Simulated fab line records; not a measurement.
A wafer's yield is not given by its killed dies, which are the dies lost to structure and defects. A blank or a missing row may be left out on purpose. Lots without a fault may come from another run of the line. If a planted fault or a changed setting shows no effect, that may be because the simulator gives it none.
Struck lot and sound lot, side by side    flow n5_finfet    14 out of 1938 route steps
Sound: these wafers, L735.1, L735.3, L735.6. The struck wafers were L747.1, L747.5, L747.6. The cause comes at the end.
Per side, at each step with rows, come the tool, then ch with its chambers, and then its first start. Under that, the readings that differ: sound wafers    struck wafers    difference of the means    sigmas: that difference in standard deviations of wafers without a fault.
alike: words and numbers the same on both sides, and readings whose means are apart by under 2 such deviations; not compared: readings that were withheld, readings missing a value for some wafer, numbers with overlapping values and no deviation given by the record, and bounds like >300 which may hide the same value.
The two part at a step that has a row with sigmas, a row that says differs or no value, or rows on one side only. Numbers that have no deviation but don't overlap get no sigmas and don't part them. Lack of a reading on every wafer of one side parts them only where that side has two or more wafers.

first, 7 steps without rows for these wafers: N5_PASSIVATION_COAT_38; N5_PASSIVATION_EBR_40; N5_PASSIVATION_SOFTBAKE_39 (time 120 s); N5_PASSIVATION_EXPOSE_41 (exposes mask PASS OPEN, defocus 0 nm, target cd 40000 nm); N5_PASSIVATION_PEB_42; N5_PASSIVATION_DEVELOP_43 (develop time 60 s); N5_PASSIVATION_HARDBAKE_45 (time 120 s).
N5_PASSIVATION_CD_MEAS_44: the cd target is 40000 nm.
  sound on cd_sem-03 ch 0, day 14 03:53; struck on cd_sem-01 ch 0, day 18 02:40
  alike: cd_nm
N5_PASSIVATION_OVL_MEAS_66:
  sound on overlay-01 ch 0, day 14 03:55; struck on overlay-01 ch 0, day 18 02:42
  alike: PASS_OPEN_OVL
N5_PASSIVATION_INSPECT_67: inspects for defects (macro).
  sound on defect_inspect-02, day 14 03:56; struck on defect_inspect-01, day 18 02:44
  alike: raw_defect_count
N5_PASSIVATION_DESCUM_46: chemistry O2, time 7.9 s.
  sound on rie_diel-01 ch 0,3, day 14 04:10; struck on rie_diel-03 ch 0,1, day 18 02:46
  alike: drypump_motor_current_A, oes_product_au, rf_vpp_V, showerhead_plenum_p_Torr, temp_c, throttle_valve_pct
  not compared: rf_hours_counter_h
N5_PASSIVATION_PASS_ETCH_47: etches SiNx in CF4/O2, target depth 770 nm, time 385 s.
  sound on rie_diel-01 ch 0,3, day 14 04:12; struck on rie_diel-03 ch 0,1, day 18 02:47
  alike: drypump_motor_current_A, oes_f_703_au, oes_product_au, rf_fwd_power_W, rf_vpp_V, showerhead_plenum_p_Torr, throttle_valve_pct
  not compared: rf_hours_counter_h
N5_PASSIVATION_ETCH_54: etches SiO2 in CHF3/O2, target depth 880 nm, time 440 s.
  sound on rie_diel-01 ch 0,3, day 14 04:26; struck on rie_diel-03 ch 0,1, day 18 03:01
reading                                  sound              struck             difference  sigmas
oes_f_703_au (a.u.)                      0.71 0.87 0.71     1.03 1.05 1.03     +0.27       +5
rf_fwd_power_W (W)                       649.7 651.8 648.3  806.8 806.2 807.7  +157.0      +83
rf_vpp_V (V)                             536 522 534        466 468 470        -63         -11
model.etch.depth_nm (nm)                 873 903.4 881.1    957.8 941.7 955    +65.7       
model.PASSIVATION.feature_depth_nm (nm)  873 903.4 881.2    957.8 941.8 955    +65.7       
  alike: drypump_motor_current_A, oes_product_au, showerhead_plenum_p_Torr, throttle_valve_pct
  not compared: rf_hours_counter_h
N5_PASSIVATION_STRIP_48: strips in O2.
  sound on rie_diel-01 ch 0,3, day 14 04:43; struck on rie_diel-03 ch 0,1, day 18 03:19
  alike: drypump_motor_current_A, oes_product_au, rf_vpp_V, showerhead_plenum_p_Torr, temp_c, throttle_valve_pct
  not compared: rf_hours_counter_h

## WHERE THEY PART
Only at N5_PASSIVATION_ETCH_54, within this record. Later steps at which nothing parts them and some readings are alike: N5_PASSIVATION_STRIP_48.

WHY: what had been put in by the simulator
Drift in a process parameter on rie_diel-03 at N5_PASSIVATION_ETCH_54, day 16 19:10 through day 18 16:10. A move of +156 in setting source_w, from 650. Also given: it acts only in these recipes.
